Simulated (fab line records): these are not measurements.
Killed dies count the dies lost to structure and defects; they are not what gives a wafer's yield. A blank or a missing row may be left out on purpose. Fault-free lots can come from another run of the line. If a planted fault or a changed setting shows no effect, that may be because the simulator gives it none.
Split-lot trial | flow n5 finfet | route with 1938 steps; 7 lots, 21 wafers read

== SPLIT DETAILS ==
At N5_SD_EPI_N_COAT_33 (time 60 s, resist thk 35 nm), the setting spin rpm was moved away from the recipe's 1500 rpm on 9 of the 21 wafers read, by -10.7% to +5.3%. The other wafers ran this setting at the recipe's value.

== FROM THE SPLIT TO THE READING: what the file shows between them, 4 steps ==
- N5_SD_EPI_N_COAT_03: resist thk 150 nm
- N5_SD_EPI_N_EBR_05
- N5_SD_EPI_N_DESCUM_14: chemistry O2, time 7.9 s
- N5_SD_EPI_N_ETCH_34: etches SiARC in CF4, target depth 45.5 nm, time 75.8 s

== THE READING ==
SiARC_of_SD_EPI_N_COAT_33.thk nm (the simulator's own value, which no gauge read), in nm, at N5_SD_EPI_N_ETCH_35 (etches SOC in N2/H2, overetch 108 nm, time 486 s). The file does not state a usual value for it. Across the 12 wafers here that went through the recipe, the average is 19.9 nm and the standard deviation 0.33 nm.

wafer  | tool, chamber at the split | spin rpm as run, rpm | against the recipe | SiARC_of_SD_EPI_N_COAT_33.thk nm, nm | against lot-mates on the recipe
L075.1 | litho track-04, 0          | 1568                 | +4.5%              | 18.4                                 | no lot-mate on the recipe
L075.4 | litho track-04, 0          | 1568                 | +4.5%              | 18.6                                 | no lot-mate on the recipe
L075.5 | litho track-04, 0          | 1568                 | +4.5%              | 18.6                                 | no lot-mate on the recipe
L080.3 | litho track-03, 0          | 1500                 | recipe             | 19.6                                 | -
L080.6 | litho track-03, 0          | 1500                 | recipe             | 19.6                                 | -
L080.4 | litho track-03, 0          | 1500                 | recipe             | 20.2                                 | -
L083.3 | litho track-04, 0          | 1500                 | recipe             | 19.6                                 | -
L083.5 | litho track-04, 0          | 1445                 | -3.7%              | 20.4                                 | +0.8
L083.6 | litho track-04, 0          | 1445                 | -3.7%              | 20.8                                 | +1.2
L084.1 | litho track-03, 0          | 1500                 | recipe             | 20                                   | -
L084.2 | litho track-03, 0          | 1500                 | recipe             | 19.6                                 | -
L084.5 | litho track-03, 0          | 1500                 | recipe             | 20.2                                 | -
L085.4 | litho track-03, 0          | 1500                 | recipe             | 20                                   | -
L085.5 | litho track-03, 0          | 1339                 | -10.7%             | 21.4                                 | +1.7
L085.6 | litho track-03, 0          | 1500                 | recipe             | 19.4                                 | -
L090.2 | litho track-03, 0          | 1580                 | +5.3%              | 19.8                                 | -0.6
L090.3 | litho track-03, 0          | 1500                 | recipe             | 20.4                                 | -
L090.6 | litho track-03, 0          | 1500                 | recipe             | 20.4                                 | -
L092.1 | litho track-04, 0          | 1403                 | -6.5%              | 21.4                                 | +1.4
L092.2 | litho track-04, 0          | 1500                 | recipe             | 20                                   | -
L092.4 | litho track-04, 0          | 1403                 | -6.5%              | 21.6                                 | +1.6

FIT RESULTS
A straight line over all 21 wafers: SiARC_of_SD_EPI_N_COAT_33.thk nm changes by -0.194 nm for each +1% of spin rpm; r = -0.87; the points scatter about the line by 0.44 nm.
The same after taking each lot's own level away (the mean of its wafers on the recipe; 18 wafers): -0.181 nm for each +1%; r = -0.92; scatter 0.28 nm.
The reading moves by 1.9 nm for the largest change in spin rpm, on that fit.
Across the lots, their own levels run from 19.60 to 20.40 nm, a range of 2.4 times the standard deviation given above.
Consequently the slope shifts little with the lot-to-lot level, the two slopes agreeing.
Check: +2.3 nm against its lot-mates is what the line predicts for one of the wafers moved furthest among these (-10.7%) when that wafer is left out of the fit. Against them it came out at +1.7 nm.

== OTHER SPLITS ON THESE WAFERS ==
Note: prior to the reading, these wafers also went through further splits. Each is held against what the fit with the lots' levels taken away leaves over:
other split on the same wafers        | wafers away from the commonest value | r with SiARC_of_SD_EPI_N_COAT_33.thk nm (lot level and that fit taken away)
N5_WELL_APT_EXPOSE_05 dose mj         | 4                                    | -0.17
N5_WELL_APT_DEVELOP_07 develop time s | 7                                    | +0.23
N5_WELL_APT_PEB_23 peb temp c         | 8                                    | -0.15
N5_FIN_CUT_COAT_19 spin rpm           | 5                                    | -0.10
N5_FIN_CUT_CUT_ETCH_26 time s         | 7                                    | +0.07

== THE WHOLE CHAIN: every reading that the file lists as answering this split, in the file's order ==
step                | what it does                                           | reading                                                                                   | change (the file's fit)               | r (the file's)
N5_SD_EPI_N_COAT_33 | time 60 s, resist thk 35 nm                            | SiARC_of_SD_EPI_N_COAT_33.thk nm (the simulator's own value, which no gauge read)         | -0.183 nm for each +1% of the setting | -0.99
N5_SD_EPI_N_ETCH_34 | etches SiARC in CF4, target depth 45.5 nm, time 75.8 s | etch.depth nm (the simulator's own value, which no gauge read)                            | -0.19 nm for each +1% of the setting  | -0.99
N5_SD_EPI_N_ETCH_34 | etches SiARC in CF4, target depth 45.5 nm, time 75.8 s | CAR-ArF-block_of_SD_EPI_N_COAT_03.thk nm (the simulator's own value, which no gauge read) | +0.139 nm for each +1% of the setting | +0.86
N5_SD_EPI_N_ETCH_35 | etches SOC in N2/H2, overetch 108 nm, time 486 s       | SiARC_of_SD_EPI_N_COAT_33.thk nm (the simulator's own value, which no gauge read)         | -0.175 nm for each +1% of the setting | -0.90

== THE FILE'S OWN FIT ==
SiARC_of_SD_EPI_N_COAT_33.thk nm changes by -0.175 nm for each +1% of spin rpm, r = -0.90.
